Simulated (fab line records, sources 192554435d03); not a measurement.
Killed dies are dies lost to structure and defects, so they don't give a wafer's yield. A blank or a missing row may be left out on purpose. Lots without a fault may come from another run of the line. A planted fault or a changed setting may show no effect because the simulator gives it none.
A struck lot beside a sound one | flow n5_finfet | 37 steps out of a route of 1938
Sound: wafers L360.1, L360.4, L360.5. Struck: wafers L347.1, L347.2. The cause comes at the end.
At each step with rows: each side's tool, then ch and its chambers, then its first start. Under that, the readings that differ: sound wafers | struck wafers | difference of the means | sigmas: that difference in standard deviations of wafers without a fault.
alike: readings whose means differ by less than 2 such deviations, and words and numbers that are the same on both sides. not compared: withheld readings, readings that some wafer has no value for, bounds like >300 that may hide the same value, and numbers for which the record gives no deviation and whose values overlap.
The two part at a step that has a row with sigmas, a row that says differs or no value, or rows on one side only. Numbers that don't overlap but have no deviation are shown without sigmas and don't part them. A reading that every wafer of one side lacks parts them only if that side has two wafers or more.

first, 9 steps without rows for these wafers: N5_BEOL_M2_ANNEAL_95 (time 240 s); N5_BEOL_M2_SPUTTER_96 (material Cu, target thk 4.5 nm, time 8.29 s); N5_BEOL_M2_ECD_50 (material Cu, target thk 300 nm); N5_BEOL_M2_ANNEAL_51 (time 90 s); N5_BEOL_M2_CMP_52 (polishes, stops on SiOC, t overpolish 6.8 s, target thk 40 nm); N5_BEOL_M2_PRE_CLEAN_60 (time 15 s); N5_BEOL_M2_CO_CAP_55 (material Co, precursor CCTBA/H2, target thk 2 nm, time 102.1 s); N5_BEOL_M2_PRE_CLEAN_56 (time 15 s); N5_BEOL_M2_DEP_57 (deposits SiCN from 3MS/NH3, target thk 8 nm, time 14 s).
N5_BEOL_M3_ILD_DEP_00: deposits SiOC from DEMS/O2, target thk 79 nm, time 15.3 s.
  sound on pecvd-03 ch 2, day 12 19:23; struck on pecvd-03 ch 0,2, day 9 04:33
  reading                                      | sound        | struck | difference | sigmas
  model.SiOC_of_BEOL_M3_ILD_DEP_00.thk_nm (nm) | 79 80.2 80.6 | 76 75  | -4         |
  alike: heater_power_w, showerhead_plenum_p_Torr, throttle_valve_pct
N5_BEOL_M3_THK_MEAS_01:
  sound on film_metro-02, day 12 19:28; struck on film_metro-01, day 9 04:37
  reading         | sound          | struck    | difference | sigmas
  M3_ILD_THK (nm) | 79.0 80.3 80.5 | 75.9 75.0 | -4.5       | -4
then, 24 steps without rows for these wafers: N5_BEOL_M3_PECVD_72 (deposits SiO2 from TEOS/O2, target thk 16 nm, time 18 s); N5_BEOL_M3_HM_DEP_02 (deposits TiN, target thk 20 nm); N5_BEOL_M3_COAT_61 (time 60 s, resist thk 60 nm); N5_BEOL_M3_COAT_62 (time 60 s, resist thk 12 nm); N5_BEOL_M3_COAT_73 (time 60 s, resist thk 5 nm); N5_BEOL_M3_COAT_05 (resist thk 30 nm); N5_BEOL_M3_EBR_07; N5_BEOL_M3_SOFTBAKE_06 (time 60 s); N5_BEOL_M3_EXPOSE_08 (exposes mask M3); N5_BEOL_M3_PEB_09 (peb time 60 s); N5_BEOL_M3_DEVELOP_10 (develop time 30 s); N5_BEOL_M3_DESCUM_16 (chemistry O2, time 7 s); N5_BEOL_M3_ETCH_74 (etches underlayer in N2/H2, target depth 6.5 nm, time 5.2 s); N5_BEOL_M3_ETCH_63 (etches SiARC in CF4, target depth 15.6 nm, time 26 s); N5_BEOL_M3_ETCH_64 (etches SOC in N2/H2, target depth 75 nm, overetch 15 nm, time 112.5 s); N5_BEOL_M3_STRIP_65 (strips in N2/H2); N5_BEOL_M3_STRIP_75 (strips in N2/H2); N5_BEOL_M3_STRIP_66 (strips in CF4); N5_BEOL_M3_HM_OPEN_17 (chemistry Cl2/BCl3, target TiN, target depth 20 nm, overetch 6 nm); N5_BEOL_M3_STRIP_19 (strips in O2); N5_BEOL_M3_COAT_67 (time 60 s, resist thk 60 nm); N5_BEOL_M3_COAT_68 (time 60 s, resist thk 12 nm); N5_BEOL_M3_COAT_76 (time 60 s, resist thk 5 nm); N5_BEOL_M3_COAT_22 (resist thk 30 nm).
N5_BEOL_M3_CMP_52: polishes, stops on SiOC, t overpolish 6.8 s, target thk 40 nm.
  sound on cmp-01 ch 0,1,3, day 13 12:33; struck on cmp-01 ch 1,2, day 10 23:15
  reading                                      | sound          | struck  | difference | sigmas
  model.SiOC_of_BEOL_M3_ILD_DEP_00.thk_nm (nm) | 76 77.2 77.6   | 73 72   | -4         |
  model.Cu_of_BEOL_M3_ECD_50.thk_nm (nm)       | 40.6 40.6 42.2 | 38 37.8 | -3         |
  alike: barrier_field_endpoint_s, clearing_platen_rpm, motor_current_A, overpolish_run_s, platen_rpm, time_to_endpoint_s
N5_BEOL_M4_RC_MEAS_101:
  sound on prober-02 ch 0, day 14 13:49; struck on prober-02 ch 0, day 11 07:42
  reading        | sound          | struck    | difference | sigmas
  DIBL_N (mV/V)  | 39.4 37.2 36.8 | 34.4 32.4 | -4.4       | -2
  DIBL_P (mV/V)  | 40.4 36.9 36.4 | 33.2 31.0 | -5.8       | -3
  IOFF_N (nA/um) | 0.24 0.18 0.17 | 0.13 0.10 | -0.08      | -3
  IOFF_P (nA/um) | 0.31 0.23 0.22 | 0.18 0.16 | -0.08      | -3
  ION_N (uA/um)  | 692 681 673    | 664 646   | -27        | -2
  VT_N (mV)      | 244 248 248    | 256 256   | +9         | +3
  alike: ION_P, SS_N, SS_P, VT_P

WHERE THEY PART
First at N5_BEOL_M3_THK_MEAS_01; last, within this record, at N5_BEOL_M4_RC_MEAS_101.

WHY: what the simulator had put in
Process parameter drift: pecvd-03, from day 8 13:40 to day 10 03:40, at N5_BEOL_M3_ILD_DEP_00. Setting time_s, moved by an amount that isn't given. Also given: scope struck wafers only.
